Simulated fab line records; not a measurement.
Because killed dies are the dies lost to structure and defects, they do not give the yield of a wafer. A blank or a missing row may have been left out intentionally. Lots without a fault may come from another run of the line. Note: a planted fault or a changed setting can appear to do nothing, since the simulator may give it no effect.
Chamber matching ; flow n5_finfet ; rie_diel-05 running N5_BEOL_M13_DESCUM_33: 4 sister chambers
The step chemistry O2, time 7.9 s. 4 wafers are shown with their chamber, then 8 later ones without.

== WAFERS WITH THEIR CHAMBER ==
wafer;chamber;showerhead_plenum_p_Torr (Torr)
L085.6;1;2.09
L083.3;3;2.07
L083.4;2;2.07
L088.2;0;2.22

== WAFERS WITHOUT THEIR CHAMBER ==
wafer;showerhead_plenum_p_Torr (Torr)
L088.4;2.22
L088.5;2.09
L090.3;2.06
L090.4;2.09
L090.5;2.22
L091.1;2.22
L091.2;2.06
L091.3;2.09

== CHAMBER TAKEN BY EACH ==
wafer;from the rows above;in truth
L088.4;0;0
L088.5;1;1
L090.3;can't be placed: 2 or 3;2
L090.4;1;1
L090.5;0;0
L091.1;0;0
L091.2;can't be placed: 2 or 3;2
L091.3;1;1
6 of 8 placed correctly. Not placeable from these rows: 2 (in 2, the candidates include the true chamber). Wrongly placed: 0.
How it was worked out, from the rows above alone: a wafer's distance from a chamber is the root of the sum, over the readings, of the square of ((its reading less the chamber's mean) divided by the reading's scatter). If the next closest chamber is less than 2 further off than the closest, the wafer can't be placed; otherwise it belongs to the closest. For every chamber, the mean is computed from those of its wafers that are shown. The scatter: with one shown wafer a chamber, the root of the mean of the squares of how far each hidden wafer lies from its nearest shown one.
